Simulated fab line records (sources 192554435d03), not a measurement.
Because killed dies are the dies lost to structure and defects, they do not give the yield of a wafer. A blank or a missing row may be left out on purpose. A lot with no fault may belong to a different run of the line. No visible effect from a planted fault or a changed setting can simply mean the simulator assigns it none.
fab line records | flow n5Finfet
[record] lots = 4 | wafers = 11 | lastDay = 16
route steps=1938 shown BEOL_M6@1251 BEOL_M7@1263
lots that met no fault: taken from a fault-free run of the same line
startH: hours from the record's first day to the start of the lot's first wafer shown | waitH: hours from the lot's prior step to this one | " same as the row above | L1.1+2: one row covering several wafers at once | - either no value or no given start | * or withheld: withheld | < > ~ a bound
route shown NAME@n: names a module that has steps shown in the file, with the first one's number in the route | usual: average and standard deviation across the fault-free wafers | same: alike in all rows | chamber/n: place in a boat | sites: each site's reading | _std_site: standard deviation of those values | _edge_site: mean of outer sites minus mean of inner sites | radiusMm: how far each site lies from the wafer's centre | mask NAME#n: copy n | behind: the last tool/chamber to shape the wafer | hold: reason for holding the lot/hours on hold/outcome of the hold | device: whichever transistor did not switch (one of n, p or np) | end of line: at the end of the route, the tests of the same wafers | a step given without rows: its recipe and nothing more | killed: the dies lost at the first sort to structure and to defects; this is not the yield of the wafer | map: per-die view of a wafer (x killed, . not killed, _ where there is no die)
set.NAME: the run value of the setting; set.NAME@STEP: its run value at that earlier step | model.NAME: the simulator's own value behind a step, which no gauge read
lots at some steps of the route; a table a step, a row a wafer
services: when a tool's chamber went out of use (startH, in hours from the record's first day, below 0 if earlier), for how many hours, and the reason
[[steps]]
[step N5_BEOL_M6_ALD_77]
[recipe] material = TaN | targetThkA = 20 | tempC = 275 | aldPrecursorFamily = PDMAT | aldCoReactant = NH3 | pressureTorr = 3 | carrierFlowSccm = 1500 | pulseTimeS = 2 | purgeTimeS = 3 | coReactantPurgeTimeS = 2 | coReactantPulseTimeS = 3 | aldCycles = 40 | precursorVesselTempC = 75 | precursorVesselPressureTorr = 26.25 | precursorVesselCarrierSccm = 1000
[step N5_BEOL_M6_SURFACE_TREAT_79]
[recipe] gas = Ar | timeS = * | ionEnergyEv = * | ionCurrentMaCm2 = 0.5 | pressureMtorr = * | arFlowSccm = 30
[step N5_BEOL_M6_CVD_78]
[recipe] material = Co | targetThkA = 20 | tempC = withheld | precursor = CCTBA/H2 | pressureTorr = 30 | timeS = 142.3
[step N5_BEOL_M6_SPUTTER_48]
[recipe] material = Cu | targetThkA = 100 | tempC = -20 | biasV = 60 | powerW = 26000 | chamberPressurePa = 0.13 | timeS = 1.667
[step N5_BEOL_M6_ECD_50]
[recipe] material = Cu | targetThkA = 3000
[step N5_BEOL_M6_ANNEAL_51]
[recipe] tempC = 225 | timeS = 90 | ambient = N2
[step N5_BEOL_M6_CMP_52]
[recipe] stopOn = SiCOH_lowk | tOverpolishS = 6.9 | downForcePsi = 1 | platenRpm = 50 | clearingPlatenDownForcePsi = 1.5 | clearingPlatenRpm = 50 | postCmpClean = cuAlkaline | targetThkNm = 80 | clearingPlatenPadVelocityMS = 0.99484 | padVelocityMS = 0.99484
[step N5_BEOL_M6_PRE_CLEAN_55]
[recipe] gas = NH3 | timeS = 15 | tempC = withheld | rfPowerW = 300
[step N5_BEOL_M6_DEP_56]
[recipe] material = SiCN | targetThkA = 100 | tempC = withheld | precursor = 3MS/NH3 | pressureTorr = 3 | rfW = 202 | timeS = 17.5
[step N5_BEOL_M7_ILD_DEP_00]
[recipe] material = SiCOH_lowk | targetThkA = 1797.5 | tempC = 300 | precursor = DEMS/porogen | pressureTorr = 5 | rfW = 500 | timeS = 33.4
[usual] heaterPowerW = 348/40 | showerheadPlenumPTorr = 5.736/0.015 | throttleValvePct = 13.6/0.8
lot.wafer | tool     | chamber | startH | waitH | heaterPowerW | showerheadPlenumPTorr | throttleValvePct | model.SiCOH_lowk_of_BEOL_M7_ILD_DEP_00.thkNm
L643.3    | pecvd-03 | 2       | 204.29 | 0.0   | 393          | 5.714                 | 13.6             | 180.2
L643.5    | "        | 0       | "      | "     | 356          | 5.717                 | 14.9             | 182.8
L643.6    | "        | 1       | "      | "     | 304          | 5.751                 | 13.3             | 180
L647.1    | pecvd-03 | 1       | 226.22 | 0.0   | 310          | 5.749                 | 13.7             | 178.4
L647.4    | "        | 2       | "      | "     | 437          | 5.716                 | 13.7             | 133.8
L650.4    | pecvd-03 | 0       | 238.03 | 0.1   | 353          | 5.727                 | 14.8             | 132.8
L650.5    | "        | 1       | "      | "     | 303          | 5.753                 | 13.5             | 181.4
L650.6    | "        | 2       | "      | "     | 379          | 5.712                 | 13.5             | 181
L662.1    | pecvd-01 | 2       | 309.46 | 0.0   | 395          | 5.745                 | 13.4             | 176.4
L662.2    | "        | 1       | "      | "     | 353          | 5.745                 | 13.5             | 176.2
L662.5    | "        | 0       | "      | "     | 324          | 5.752                 | 15.2             | 179.8
[step N5_BEOL_M7_CURE_74]
[recipe] tempC = 385 | timeS = 240 | ambient = He/Ar | material = SiCOH_lowk
[step N5_BEOL_M7_THK_MEAS_01]
[recipe] reads = SiCOH_lowk_of_BEOL_M7_ILD_DEP_00
[usual] M7_ILD_THK = 155.0/1.8
lot.wafer | tool         | chamber | startH | waitH | M7_ILD_THK[nm]
L643.3    | filmMetro-02 | -       | 204.87 | 0.3   | 155.2
L643.5    | "            | -       | "      | "     | 157.7
L643.6    | "            | -       | "      | "     | 155.3
L647.1    | filmMetro-02 | -       | 226.80 | 0.4   | 154.0
L647.4    | "            | -       | "      | "     | 115.1
L650.4    | filmMetro-02 | -       | 238.58 | 0.2   | 114.2
L650.5    | "            | -       | "      | "     | 156.5
L650.6    | "            | -       | "      | "     | 156.0
L662.1    | filmMetro-02 | -       | 310.04 | 0.4   | 152.0
L662.2    | "            | -       | "      | "     | 151.8
L662.5    | "            | -       | "      | "     | 155.1
[step N5_BEOL_M7_PECVD_70]
[recipe] material = SiO2 | targetThkA = 200 | tempC = 400 | precursor = TEOS/O2 | pressureTorr = 5.5 | rfW = 450 | teosFlowSccm = 53.8 | gas = O2 | flowSccm = 3000 | timeS = 22.7
[step N5_BEOL_M7_HM_DEP_02]
[recipe] material = TiN | targetThkA = 200 | tempC = 25 | chamberPressurePa = 0.49996
[step N5_BEOL_M7_COAT_59]
[recipe] resist = SOC | tempC = 250 | timeS = 60 | spinRpm = 1500 | resistThkNm = 100
[step N5_BEOL_M7_COAT_60]
[recipe] resist = SiARC | tempC = 220 | timeS = 60 | spinRpm = 1500 | resistThkNm = 35
[step N5_BEOL_M7_COAT_05]
[recipe] resist = CAR-ArF | spinRpm = 1500 | resistThkNm = 90
[step N5_BEOL_M7_EBR_07]
[recipe] solvent = PGMEA | ebrWidthMm = 1.5
[step N5_BEOL_M7_SOFTBAKE_06]
[recipe] tempC = 110 | timeS = 60 | resist = CAR-ArF
[step N5_BEOL_M7_EXPOSE_08]
[recipe] maskId = M7 | na = 1.35 | sourceShape = dipole | sigmaInner = 0.817 | sigmaOuter = 0.97 | polarization = te | doseMj = 68.25
[step N5_BEOL_M7_PEB_09]
[recipe] pebTempC = withheld | pebTimeS = 60 | resist = CAR-ArF
[step N5_BEOL_M7_DEVELOP_10]
[recipe] developTimeS = 30 | developer = TMAH | resist = CAR-ArF | rinseLiquid = diw | dry = airSpin | devTempC = 23
[step N5_BEOL_M7_DESCUM_16]
[recipe] chemistry = O2 | timeS = 7.9 | sourcePowerW = 50 | biasPowerW = 20 | pressureMtorr = 20 | rfFrequencyHz = 2.712e+07 | tempC = 40 | resist = CAR-ArF | o2FlowSccm = 225
[step N5_BEOL_M7_ETCH_61]
[recipe] chemistry = CF4 | target = SiARC | targetDepthA = 455 | maskMaterial = CAR-ArF | timeS = 75.8 | ionEnergyEv = 80 | pressureMtorr = 40 | sourceW = 545 | biasW = 36 | Ar_flow_sccm = 100 | cf4FlowSccm = 100 | ends = cleared
[step N5_BEOL_M7_ETCH_62]
[recipe] chemistry = N2/H2 | target = SOC | targetDepthA = 1100 | overetchA = 220 | maskMaterial = SiARC | tempC = 40 | timeS = 165 | ionEnergyEv = 200 | pressureMtorr = 30 | sourceW = 840 | biasW = 150 | n2FlowSccm = 200 | h2FlowSccm = 200
[step N5_BEOL_M7_STRIP_68]
[recipe] chemistry = N2/H2 | tempC = 40 | n2FlowSccm = 200 | h2FlowSccm = 200 | rfFrequencyHz = 6e+07
[step N5_BEOL_M7_STRIP_67]
[recipe] chemistry = CF4 | resist = SiARC | powerW = 300 | biasPowerW = 75 | pressureMtorr = 50 | cf4FlowSccm = 150 | rfFrequencyHz = 6e+07
[step N5_BEOL_M7_HM_OPEN_17]
[recipe] chemistry = Cl2/BCl3 | targetDepthA = 200 | overetchA = 60 | target = TiN | maskMaterial = SOC | ionEnergyEv = 150 | pressureMtorr = 10 | icpW = 1000 | biasW = 126 | Cl2_flow_sccm = 53.25 | bcl3FlowSccm = 21.75 | Ar_flow_sccm = 25
[step N5_BEOL_M7_STRIP_19]
[recipe] chemistry = O2 | powerW = 400 | tempC = 40 | pressureMtorr = 30 | rfFrequencyHz = 6e+07 | biasPowerW = 0 | overashFraction = 0.2 | o2FlowSccm = 225
[step N5_BEOL_M7_COAT_63]
[recipe] resist = SOC | tempC = 250 | timeS = 60 | spinRpm = 1500 | resistThkNm = 60
[step N5_BEOL_M7_COAT_64]
[recipe] resist = SiARC | tempC = 220 | timeS = 60 | spinRpm = 1500 | resistThkNm = 12
[step N5_BEOL_M7_COAT_71]
[recipe] resist = underlayer | tempC = 205 | timeS = 60 | spinRpm = 1500 | resistThkNm = 5
[step N5_BEOL_M7_COAT_22]
[recipe] resist = CAR-EUV | spinRpm = 1500 | resistThkNm = 30
[step N5_BEOL_M7_EBR_24]
[recipe] solvent = PGMEA | ebrWidthMm = 1.5
[step N5_BEOL_M7_SOFTBAKE_23]
[recipe] tempC = 110 | timeS = 60 | resist = CAR-EUV
[step N5_BEOL_M7_CMP_52]
[recipe] stopOn = SiCOH_lowk | tOverpolishS = 6.9 | downForcePsi = 1 | platenRpm = 50 | clearingPlatenDownForcePsi = 1.5 | clearingPlatenRpm = 50 | postCmpClean = cuAlkaline | targetThkNm = 80 | clearingPlatenPadVelocityMS = 0.99484 | padVelocityMS = 0.99484
[usual] motorCurrentA = 6.0/0.6 | slurryFilterDpKPa = 13.51/0.14
lot.wafer | tool   | chamber | startH | waitH | motorCurrentA | slurryFilterDpKPa | model.SiCOH_lowk_of_BEOL_M7_ILD_DEP_00.thkNm
L643.3    | cmp-03 | 2       | 215.07 | 0.2   | 6.2           | 13.58             | 152.4
L643.5    | "      | 0       | "      | "     | 6.5           | 13.42             | 154.6
L643.6    | "      | 1       | "      | "     | 5.4           | 13.64             | 152.2
L647.4    | cmp-03 | 1       | 235.64 | 0.2   | 5.6           | 13.40             | 112
L647.1    | "      | 2       | "      | "     | 5.9           | 13.68             | 150.8
L650.4    | cmp-02 | 3       | 244.22 | 0.2   | 5.8           | 13.40             | 111.2
L650.5    | "      | 2       | "      | "     | 5.7           | 13.55             | 153.4
L650.6    | "      | 3       | "      | "     | 5.6           | 13.57             | 153
L662.1    | cmp-02 | 2       | 318.04 | 0.3   | 5.5           | 13.62             | 149
L662.2    | "      | 3       | "      | "     | 6.0           | 13.45             | 148.8
L662.5    | "      | 1       | "      | "     | 5.0           | 13.56             | 152
[[services]]
tool     | chamber | startH | hours | kind
pecvd-03 | 1       | 193.72 | 6.0   | repair
cmp-02   | -       | 198.41 | 1.0   | repair
pecvd-01 | -       | 224.56 | 28.1  | pm
cmp-03   | -       | 244.11 | 0.9   | repair
cmp-03   | -       | 247.32 | 3.2   | pm
cmp-02   | -       | 258.91 | 4.0   | pm
cmp-02   | -       | 262.91 | -     | consumableReplace:conditioner
cmp-02   | -       | 262.91 | -     | consumableReplace:pad
cmp-03   | -       | 263.86 | 5.5   | pm
pecvd-03 | 2       | 267.62 | 5.0   | scheduledDown
cmp-03   | -       | 273.61 | 1.6   | repair
cmp-02   | -       | 277.43 | 2.4   | repair
pecvd-03 | 1       | 278.08 | 2.1   | scheduledDown
cmp-02   | -       | 283.59 | 2.3   | repair
pecvd-01 | 1       | 284.50 | 5.5   | scheduledDown
cmp-03   | -       | 292.65 | 2.2   | repair
[[key]]
[firstSign] step = N5_BEOL_M7_THK_MEAS_01 | reading = M7_ILD_THK | direction = down | sigmas = 23 | usual = 155.0 | struck = 114.6
effect none on later readings
[modelEffect] step = N5_BEOL_M7_ILD_DEP_00 | value = SiCOH_lowk_of_BEOL_M7_ILD_DEP_00.thkNm | without = 180.5 | struck = 133.3
[modelEffect] step = N5_BEOL_M7_CMP_52 | value = SiCOH_lowk_of_BEOL_M7_ILD_DEP_00.thkNm | without = 152.7 | struck = 111.6
metAt N5_BEOL_M7_ILD_DEP_00
struckWafers L647.4,L650.4
onsetBetween 204.29 226.22
[fault] kind = processParameterDrift | tool = pecvd-03 | chamber = - | onsetH = 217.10 | steps = N5_BEOL_M7_ILD_DEP_00 | channel = timeS | offset = * | shape = step | endH = 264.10 | scope = struckWafersOnly | actsIn = * | stated = *
